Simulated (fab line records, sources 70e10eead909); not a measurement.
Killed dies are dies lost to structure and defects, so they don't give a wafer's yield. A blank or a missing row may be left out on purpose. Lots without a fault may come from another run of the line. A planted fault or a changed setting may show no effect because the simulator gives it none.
A struck lot beside a sound one | flow nand_harc | 15 steps out of a route of 1302
Sound: wafers L762.2, L762.5, L762.6. Struck: wafer L774.6. (L774.2 of the same lot was not struck and is left out.) The cause comes at the end.
At each step with rows: each side's tool, then ch and its chambers, then its first start. Under that, the readings that differ: sound wafers | struck wafers | difference of the means | sigmas: that difference in standard deviations of wafers without a fault.
alike: readings whose means differ by less than 2 such deviations, and words and numbers that are the same on both sides. not compared: withheld readings, readings that some wafer has no value for, bounds like >300 that may hide the same value, and numbers for which the record gives no deviation and whose values overlap.
The two part at a step that has a row with sigmas, a row that says differs or no value, or rows on one side only. Numbers that don't overlap but have no deviation are shown without sigmas and don't part them. A reading that every wafer of one side lacks parts them only if that side has two wafers or more.

NHARC_A_SGD_CUT_THK_MEAS_22: measures by ellipsometry.
  sound on film_metro-02, day 21 09:40; struck on film_metro-02, day 25 14:56
  alike: thk_nm
then, 2 steps without rows for these wafers: NHARC_A_SGD_CUT_SRD_23; NHARC_A_SGD_CUT_ETCH_26 (etches SiO2 in dHF, target depth 45.8 nm).
NHARC_A_SGD_CUT_ETCHBACK_24: etches the open film in CH3F/O2, target depth 50 nm, time 92.857 s.
  sound on rie_diel-12 ch 0,3, day 21 09:54; struck on rie_diel-10 ch 1, day 25 15:12
  alike: drypump_motor_current_A, oes_product_au, rf_vpp_V, showerhead_plenum_p_Torr, throttle_valve_pct
  not compared: rf_hours_counter_h
NHARC_A_SGD_CUT_STRIP_28: strips in O2, time 20 s.
  sound on rie_diel-12 ch 2,3; struck on rie_diel-10 ch 1
  reading               | sound             | struck | difference | sigmas
  oes_product_au (a.u.) | 0.982 0.982 0.987 | 1.005  | +0.021     | +2
  rf_vpp_V (V)          | 57.9 59.0 59.2    | 56.7   | -2.0       | -2
  alike: drypump_motor_current_A, showerhead_plenum_p_Torr, throttle_valve_pct
  not compared: rf_hours_counter_h
NHARC_A_SGD_CUT_INSPECT_25:
  sound on defect_inspect-01, day 21 10:10; struck on defect_inspect-02, day 25 15:24
  alike: raw_defect_count
NHARC_A_SLIT_DEP_25: deposits SiO2, target thk 200 nm.
  sound on pecvd-02 ch 0,1,2, day 21 10:16; struck on pecvd-04 ch 0, day 25 15:32
  reading                | sound          | struck | difference | sigmas
  throttle_valve_pct (%) | 16.1 16.7 16.0 | 14.6   | -1.7       | -2
  alike: heater_power_w
NHARC_A_SLIT_DEP_00: deposits aC, target thk 6200 nm.
  sound on acl_dep-01 ch 0, day 21 11:26; struck on acl_dep-02 ch 0, day 25 18:55
  alike: throttle_valve_pct
NHARC_A_SLIT_DEP_23: deposits SiON, target thk 100 nm.
  sound on pecvd-04 ch 1,2, day 21 14:41; struck on pecvd-04 ch 1, day 25 19:41
  alike: heater_power_w
then, 3 steps without rows for these wafers: NHARC_A_SLIT_DEHYDRATE_01 (time 120 s); NHARC_A_SLIT_HMDS_02 (time 30 s); NHARC_A_SLIT_COAT_03 (resist thk 90 nm).
NHARC_A_SLIT_SOFTBAKE_04: time 55 s.
  sound on litho_track-06 ch 0, day 21 14:00; struck on litho_track-04 ch 0, day 25 20:00
  reading                  | sound                | struck | difference | sigmas
  heater_power_total_W (W) | 188.44 188.48 188.42 | 195.49 | +7.04      | +50
then, 1 step without rows for these wafers: NHARC_A_SLIT_EBR_05.
-- the record jumps here: 5 days lie between the struck wafers' starts before and after (it left off in module A_SLIT and takes up again in module END, whose first step shown is number 1302 of the route) --
NHARC_END_SORT_01:
  sound on prober-01 ch 0, day 26 04:37; struck on prober-01 ch 0, day 30 18:56
  alike: killed_at_array, killed_at_other, killed_at_periphery, killed_dies, killed_open, killed_short

WHERE THEY PART
First at NHARC_A_SGD_CUT_STRIP_28; last, within this record, at NHARC_A_SLIT_SOFTBAKE_04. Later steps at which nothing parts them and some readings are alike: NHARC_END_SORT_01.

WHY: what the simulator had put in
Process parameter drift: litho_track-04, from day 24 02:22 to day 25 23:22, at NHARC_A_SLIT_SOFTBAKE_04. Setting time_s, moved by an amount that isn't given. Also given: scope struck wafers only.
